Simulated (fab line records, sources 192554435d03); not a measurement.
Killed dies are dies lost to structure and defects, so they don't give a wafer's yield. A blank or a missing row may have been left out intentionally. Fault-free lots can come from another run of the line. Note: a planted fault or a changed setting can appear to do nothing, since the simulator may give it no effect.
Matching of chambers    flow n5_finfet    rie_diel-05 running N5_BEOL_M14_DESCUM_33: 4 sister chambers
The step chemistry O2, time 7.9 s. 4 wafers are shown with their chamber, then 9 later ones without.

== WAFERS PAIRED WITH THEIR CHAMBERS ==
wafer   chamber  throttle_valve_pct (%)
L086.1  3        20.54
L086.4  2        20.18
L086.5  1        20.51
L086.6  0        20.54

== WAFERS WITH NO CHAMBER GIVEN ==
wafer   throttle_valve_pct (%)
L089.2  20.57
L089.5  20.57
L089.6  20.56
L090.1  20.19
L090.2  20.54
L090.3  20.58
L090.4  20.54
L090.5  20.17
L090.6  20.56

== WHICH CHAMBER EACH WENT THROUGH ==
wafer   from the rows above           in truth
L089.2  can't be placed: 0 or 3 or 1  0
L089.5  can't be placed: 0 or 3 or 1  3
L089.6  can't be placed: 0 or 3 or 1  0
L090.1  2                             2
L090.2  can't be placed: 0 or 3 or 1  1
L090.3  can't be placed: 0 or 3 or 1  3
L090.4  can't be placed: 0 or 3 or 1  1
L090.5  2                             2
L090.6  can't be placed: 0 or 3 or 1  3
2 of 9 placed correctly. Cannot be placed on the basis of these rows: 7; the candidates contain the true chamber in 7. Placed wrongly: 0.
How it was worked out, from the rows above alone: a wafer's distance from a chamber is the root of the sum, over the readings, of the square of ((its reading less the chamber's mean) divided by the reading's scatter). If the next closest chamber is less than 2 further off than the closest, the wafer can't be placed; otherwise it belongs to the closest. A chamber's mean is the mean of its shown wafers. The scatter: root of mean squared gap, hidden wafer to nearest shown wafer, with one shown wafer a chamber.
